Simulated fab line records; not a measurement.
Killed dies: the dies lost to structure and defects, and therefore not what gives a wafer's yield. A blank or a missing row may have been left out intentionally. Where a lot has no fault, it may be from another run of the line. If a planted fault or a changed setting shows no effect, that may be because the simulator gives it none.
fab line records	flow nandHarc
record lots=11	wafers=33	lastDay=34
route steps=1302 shown P_CONTACT@218 END@1302
lots with no fault: from the same line, run without faults
startH: hours from the record's first day to the start of the lot's first wafer shown	waitH: time in hours since the lot's previous step	" identical to the entry in the row above	L1.1+2: a single row standing in for several wafers	- no value present, or no start provided	* or withheld: withheld	< > ~ a bound
route shown NAME@n: a module of which the file shows steps, and the number in the route of the first	usual: the fault-free wafers' mean and standard deviation	same: alike in all rows	chamber/n: place in a boat	sites: per-site readings	_std_site: their standard deviation	_edge_site: inner sites' mean taken away from outer sites' mean	radiusMm: how far each site lies from the wafer's centre	mask NAME#n: copy n	behind: tool/chamber where the wafer was last shaped	hold: the reason the lot was held/the length of the hold in hours/how it ended	device: names the non-switching transistor (n, p or np)	end of line: the route-end tests of the same wafers	for a step that has no rows: nothing shown but its recipe	killed: at the first sort, the dies lost to defects and structure; wafer yield is something else	map: a wafer's dies, x killed, . not, _ none there
set.NAME: the setting as run; set.NAME@STEP: as run at that earlier step	model.NAME: the simulator's own value behind a step, which no gauge read
the route's steps for a sample of lots (tables are steps, rows are wafers)
services: when a tool's chamber went out of use (startH, in hours from the record's first day, below 0 if earlier), for how many hours, and the reason
## steps
# step NHARC_P_CONTACT_DEP_00
# recipe targetThkA=5000	tempC=400	pressureTorr=6.5	rfW=900	teosFlowSccm=161.4	flowSccm=2650	targetThkNm=500	gas=O2	material=SiO2
# usual heaterPowerW=529/95	susceptorTempC=399.97/0.2	throttleValvePct=15.7/0.41
lot.wafer	tool	chamber	startH	waitH	heaterPowerW	susceptorTempC	throttleValvePct
L371.1	pecvd-03	1	-	-	599	399.80	15.9
L371.5	"	1	"	"	587	400.27	16.1
L371.6	"	2	"	"	668	399.77	15.4
L375.1	pecvd-04	1	-	-	382	399.86	15.4
L375.3	"	0	"	"	664	399.96	15.2
L375.5	"	0	"	"	683	399.67	15.3
L376.2	pecvd-04	0	177.27	0.3	685	399.88	15.5
L376.3	"	2	"	"	514	400.06	15.4
L376.6	"	2	"	"	559	399.99	15.4
L377.3	pecvd-03	2	-	-	588	399.78	15.6
L377.1	"	1	"	"	470	400.10	15.7
L377.5	"	2	"	"	601	399.62	15.7
L378.2	pecvd-02	2	-	-	484	399.61	16.5
L378.4	"	1	"	"	536	399.75	16.4
L378.5	"	2	"	"	506	400.04	16.4
L379.2	pecvd-02	1	-	-	479	399.82	16.4
L379.1	"	0	"	"	620	399.92	16.3
L379.4	"	0	"	"	637	400.04	16.2
L381.3	pecvd-02	1	-	-	542	399.89	16.4
L381.5	"	2	"	"	506	400.40	16.3
L381.6	"	1	"	"	409	400.11	16.6
L382.2	pecvd-03	1	-	-	554	400.06	16.0
L382.6	"	2	"	"	579	399.40	15.1
L382.5	"	1	"	"	561	400.03	16.1
L384.3	pecvd-03	0	-	-	630	400.01	15.7
L384.6	"	1	"	"	496	399.80	16.2
L384.5	"	0	"	"	482	399.90	15.8
L385.1	pecvd-04	0	-	-	651	399.85	15.3
L385.3	"	1	"	"	359	399.77	15.9
L385.5	"	2	"	"	526	399.94	15.5
L393.1	pecvd-04	0	-	-	624	400.07	15.4
L393.2	"	1	"	"	346	400.15	15.9
L393.3	"	2	"	"	544	400.06	15.8
# step NHARC_P_CONTACT_EXPOSE_09
# recipe na=1.35	targetCdNm=90	doseMj=81.26	maskId=P_CA
# usual exposureDoseMJCm2=81.8/0.72	reticleTempC=23.01/0.11
# same na=1.35
lot.wafer	tool	chamber	startH	waitH	mask	exposureDoseMJCm2	reticleTempC
L371.1	arfiScanner-01	0	128.99	-	P_CA#0	81.1	23.04
L371.5	"	0	"	"	P_CA#0	81.1	22.96
L371.6	"	0	"	"	P_CA#0	81.2	23.00
L375.1	arfiScanner-01	0	163.99	-	P_CA#0	81.2	22.98
L375.3	"	0	"	"	P_CA#0	81.1	22.93
L375.5	"	0	"	"	P_CA#0	81.3	23.08
L376.2	arfiScanner-01	0	178.45	-	P_CA#0	81.3	23.09
L376.3	"	0	"	"	P_CA#0	81.3	22.98
L376.6	"	0	"	"	P_CA#0	81.2	22.83
L377.1	arfiScanner-02	0	181.42	-	P_CA#0	81.1	22.92
L377.3	"	0	"	"	P_CA#0	81.1	22.91
L377.5	"	0	"	"	P_CA#0	80.9	23.06
L378.2	arfiScanner-03	0	196.81	-	P_CA#0	82.3	23.10
L378.4	"	0	"	"	P_CA#0	82.2	23.09
L378.5	"	0	"	"	P_CA#0	82.2	23.25
L379.1	arfiScanner-01	0	203.06	-	P_CA#0	82.7	23.04
L379.2	"	0	"	"	P_CA#0	82.7	22.82
L379.4	"	0	"	"	P_CA#0	82.7	22.90
L381.3	arfiScanner-03	0	225.08	-	P_CA#0	82.4	22.99
L381.5	"	0	"	"	P_CA#0	82.4	22.96
L381.6	"	0	"	"	P_CA#0	82.3	22.97
L382.2	arfiScanner-02	0	238.76	-	P_CA#0	81.1	22.81
L382.5	"	0	"	"	P_CA#0	81.1	22.90
L382.6	"	0	"	"	P_CA#0	81.0	22.90
L384.3	arfiScanner-03	0	265.27	-	P_CA_R1#0	82.5	23.00
L384.5	"	0	"	"	P_CA_R1#0	82.4	22.95
L384.6	"	0	"	"	P_CA_R1#0	82.5	22.85
L385.1	arfiScanner-02	0	265.85	-	P_CA#0	81.0	23.03
L385.3	"	0	"	"	P_CA#0	81.1	22.98
L385.5	"	0	"	"	P_CA#0	81.0	23.05
L393.1	arfiScanner-03	0	341.51	-	P_CA#0	82.4	23.01
L393.2	"	0	"	"	P_CA#0	82.6	22.92
L393.3	"	0	"	"	P_CA#0	82.5	23.19
# step NHARC_P_CONTACT_CD_MEAS_12
# recipe targetCdNm=90	landingEnergyEv=500
# usual cdNm=89.7/0.67
lot.wafer	tool	chamber	startH	waitH	cdNm
L371.1	cdSem-02	0	129.13	-	90.1
L371.5	"	0	"	"	90.3
L371.6	"	0	"	"	90.5
L375.1	cdSem-03	0	164.14	-	90.4
L375.3	"	0	"	"	89.7
L375.5	"	0	"	"	90.5
L376.2	cdSem-03	0	178.58	-	89.5
L376.3	"	0	"	"	89.5
L376.6	"	0	"	"	89.5
L377.1	cdSem-03	0	181.56	-	89.8
L377.3	"	0	"	"	88.5
L377.5	"	0	"	"	89.4
L378.2	cdSem-01	0	196.95	-	89.9
L378.4	"	0	"	"	89.3
L378.5	"	0	"	"	89.3
L379.1	cdSem-02	0	203.20	-	90.6
L379.2	"	0	"	"	90.7
L379.4	"	0	"	"	90.5
L381.3	cdSem-01	0	225.22	-	89.1
L381.5	"	0	"	"	89.7
L381.6	"	0	"	"	90.0
L382.2	cdSem-01	0	238.90	-	89.7
L382.5	"	0	"	"	89.8
L382.6	"	0	"	"	89.6
L384.3	cdSem-03	0	265.40	-	80.2
L384.5	"	0	"	"	81.4
L384.6	"	0	"	"	80.5
L385.1	cdSem-03	0	265.99	-	89.9
L385.3	"	0	"	"	90.4
L385.5	"	0	"	"	90.4
L393.1	cdSem-02	0	341.65	-	90.1
L393.2	"	0	"	"	88.7
L393.3	"	0	"	"	89.3
# step NHARC_P_CONTACT_CD_MEAS_19
# usual cdNm=90.1/1.7
lot.wafer	tool	chamber	startH	waitH	cdNm
L371.1	cdSem-02	-	130.19	-	90.3
L371.5	"	-	"	"	90.4
L371.6	"	-	"	"	90.3
L375.1	cdSem-01	-	165.19	-	91.7
L375.3	"	-	"	"	90.9
L375.5	"	-	"	"	92.2
L376.2	cdSem-02	-	179.64	-	93.6
L376.3	"	-	"	"	88.5
L376.6	"	-	"	"	91.1
L377.1	cdSem-03	-	182.62	-	89.0
L377.3	"	-	"	"	86.4
L377.5	"	-	"	"	88.0
L378.2	cdSem-03	-	198.03	-	90.6
L378.4	"	-	"	"	89.1
L378.5	"	-	"	"	89.5
L379.1	cdSem-02	-	204.26	-	88.8
L379.2	"	-	"	"	89.3
L379.4	"	-	"	"	93.3
L381.3	cdSem-02	-	226.27	-	87.2
L381.5	"	-	"	"	90.0
L381.6	"	-	"	"	90.4
L382.2	cdSem-02	-	239.95	-	91.1
L382.5	"	-	"	"	91.9
L382.6	"	-	"	"	92.6
L384.3	cdSem-03	-	266.47	-	81.2
L384.5	"	-	"	"	83.0
L384.6	"	-	"	"	80.8
L385.1	cdSem-03	-	267.05	-	88.6
L385.3	"	-	"	"	88.5
L385.5	"	-	"	"	89.6
L393.1	cdSem-01	-	342.71	-	90.5
L393.2	"	-	"	"	89.3
L393.3	"	-	"	"	87.1
# step NHARC_P_CONTACT_DEGAS_38
# recipe tempC=300	timeS=60
# usual heaterPowerW=469/58	susceptorTempC=300.01/0.19
lot.wafer	tool	chamber	startH	waitH	heaterPowerW	susceptorTempC
L371.1	pvdSputter-02	-	130.90	-	375	300.03
L371.5	"	-	"	"	384	299.77
L371.6	"	-	"	"	416	300.00
L375.1	pvdSputter-02	-	165.92	-	375	299.92
L375.3	"	-	"	"	424	300.10
L375.5	"	-	"	"	445	300.01
L376.2	pvdSputter-03	-	180.35	-	439	300.30
L376.3	"	-	"	"	498	300.08
L376.6	"	-	"	"	453	299.54
L377.1	pvdSputter-01	-	183.34	-	484	300.13
L377.3	"	-	"	"	523	299.74
L377.5	"	-	"	"	450	300.08
L378.4	pvdSputter-01	-	198.73	-	514	299.72
L378.2	"	-	"	"	588	300.13
L378.5	"	-	"	"	520	299.84
L379.4	pvdSputter-02	-	204.98	-	446	299.78
L379.2	"	-	"	"	394	299.95
L379.1	"	-	"	"	408	299.99
L381.3	pvdSputter-03	-	226.98	-	436	300.34
L381.6	"	-	"	"	472	299.54
L381.5	"	-	"	"	437	300.09
L382.2	pvdSputter-02	-	240.66	-	454	-
L382.5	"	-	"	"	448	-
L382.6	"	-	"	"	381	-
L384.3	pvdSputter-03	-	267.19	-	437	299.98
L384.6	"	-	"	"	432	299.93
L384.5	"	-	"	"	482	300.11
L385.1	pvdSputter-01	-	267.77	-	586	300.14
L385.3	"	-	"	"	501	300.05
L385.5	"	-	"	"	443	300.02
L393.1	pvdSputter-02	-	343.42	-	400	300.29
L393.3	"	-	"	"	457	300.02
L393.2	"	-	"	"	454	299.90
# step NHARC_P_CONTACT_CVD_23
# recipe targetThkA=2000	tempC=300	pressureTorr=40	wf6FlowSccm=40	h2FlowSccm=1600	arFlowSccm=1560	timeS=557	material=W
# usual heaterPowerW=465/30	susceptorTempC=300.01/0.2	throttleValvePct=7.96/0.2
lot.wafer	tool	chamber	startH	waitH	heaterPowerW	susceptorTempC	throttleValvePct
L371.1	cvdW-02	1	-	-	467	299.89	8.16
L371.5	"	1	"	"	492	299.92	7.84
L371.6	"	0	"	"	472	300.19	7.52
L375.1	cvdW-02	1	-	-	490	300.43	8.21
L375.3	"	1	"	"	482	300.26	8.30
L375.5	"	1	"	"	498	300.30	8.23
L376.2	cvdW-01	0	-	-	493	-	8.36
L376.3	"	1	"	"	425	-	7.95
L376.6	"	1	"	"	444	-	7.66
L377.1	cvdW-02	1	-	-	497	299.68	7.89
L377.3	"	1	"	"	482	299.87	7.95
L377.5	"	1	"	"	483	299.75	8.01
L378.2	cvdW-01	1	-	-	430	300.09	7.69
L378.4	"	1	"	"	430	300.09	7.71
L378.5	"	1	"	"	424	299.80	7.76
L379.1	cvdW-01	1	-	-	428	299.79	7.92
L379.2	"	0	"	"	483	299.82	8.16
L379.4	"	0	"	"	480	299.87	7.72
L381.3	cvdW-01	1	-	-	429	300.12	8.02
L381.5	"	1	"	"	428	300.05	8.02
L381.6	"	0	"	"	483	299.93	7.83
L382.2	cvdW-01	1	-	-	443	-	7.97
L382.6	"	0	"	"	479	-	7.77
L382.5	"	1	"	"	434	-	7.91
L384.3	cvdW-02	1	-	-	492	299.69	8.26
L384.5	"	0	"	"	476	300.14	7.82
L384.6	"	1	"	"	476	299.64	8.19
L385.1	cvdW-01	1	-	-	427	300.11	7.78
L385.3	"	0	"	"	495	300.03	7.85
L385.5	"	1	"	"	418	299.95	7.99
L393.1	cvdW-02	1	-	-	527	-	7.80
L393.2	"	0	"	"	451	-	8.12
L393.3	"	0	"	"	445	-	8.18
# step NHARC_END_SORT_01
# recipe tempC=25
# usual killedAtArray=52/18	killedAtOther=0.6/0.83	killedAtPeriphery=4.3/2.8	killedDies=57/19	killedOpen=3.4/2	killedShort=2.5/1.7
# same grossDies=677
lot.wafer	tool	chamber	startH	waitH	killedAtArray	killedAtOther	killedAtPeriphery	killedDies	killedOpen	killedShort
L384.3	prober-02	0	704.90	3.1	58	1	8	67	0	1
L384.6	prober-02	0	707.31	4.0	70	0	4	74	5	1
# killed by level:class
L384.3 A_CHANNEL_HOLE_D1:chamberFilmFlake=36 A_CHANNEL_HOLE_D2:chamberFilmFlake=9 A_CONTACT:chamberFilmFlake=8 P_CONTACT:areaExpose=5 P_M2:chamberFilmFlake=3 A_STAIRCASE:chamberFilmFlake=2 A_SLIT:chamberFilmFlake=2 A_ONON_D2:geometricParticle:short=1
L384.6 A_CHANNEL_HOLE_D1:chamberFilmFlake=37 A_CHANNEL_HOLE_D2:chamberFilmFlake=13 A_CONTACT:chamberFilmFlake=7 A_ONON_D1:geometricParticle:open=2 A_ZERO_WELL:chamberFilmFlake=2 A_SLIT:chamberFilmFlake=2 P_CONTACT:areaExpose=2 A_ONON_D2:geometricParticle:open=1
## services
tool	chamber	startH	hours	kind
pvdSputter-02	-	104.00	10.0	pm
arfiScanner-03	-	122.64	22.2	repair
arfiScanner-02	-	126.69	0.4	repair
pvdSputter-02	-	150.08	10.1	repair
pecvd-03	0	158.55	3.7	repair
cvdW-02	0	162.41	37.4	repair
pecvd-04	1	174.83	7.5	repair
cvdW-01	-	185.00	13.0	pm
pecvd-03	-	185.44	13.0	pm
arfiScanner-01	-	186.35	3.7	repair
pvdSputter-02	-	187.23	2.3	repair
cvdW-02	1	188.51	3.5	repair
pvdSputter-02	-	202.97	0.8	repair
arfiScanner-03	-	225.67	4.0	pm
cvdW-02	-	245.93	1.6	repair
arfiScanner-01	-	252.00	4.0	pm
arfiScanner-01	-	259.83	6.5	repair
cvdW-02	-	269.00	13.0	pm
pecvd-04	-	269.23	13.0	pm
arfiScanner-03	-	280.09	6.4	repair
pvdSputter-02	-	282.00	10.0	pm
arfiScanner-01	-	308.71	0.7	repair
cvdW-02	-	312.80	1.1	repair
cvdW-02	1	339.33	2.8	repair
## key
firstSign step=NHARC_P_CONTACT_EXPOSE_09	reading=mask	direction=changed
effect step=NHARC_P_CONTACT_CD_MEAS_12	reading=cdNm	direction=down	sigmas=13	usual=89.7	struck=80.7
effect step=NHARC_P_CONTACT_CD_MEAS_19	reading=cdNm	direction=down	sigmas=4.9	usual=90.1	struck=81.7
metAt NHARC_P_CONTACT_EXPOSE_09
struckLots L384
testerLeftOut L384
notActingAt NHARC_P_CONTACT_DEP_00,NHARC_P_CONTACT_DEGAS_38,NHARC_P_CONTACT_CVD_23
onsetBetween 225.08 265.27
fault kind=wrongMask	tool=any	chamber=-	onsetH=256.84	steps=NHARC_P_CONTACT_EXPOSE_09	auxCopy=P_CA_R1#0	cdOffsetNm=-8.9604	scope=struckLotsOnly
# testerLeftOut: of these lots the tester's yield and bins aren't shown, on N5 and GAA mostly nor the transistor test; their killed dies are dies lost to structure and defects alone, not to doping, threshold or leakage, so they don't give the yield
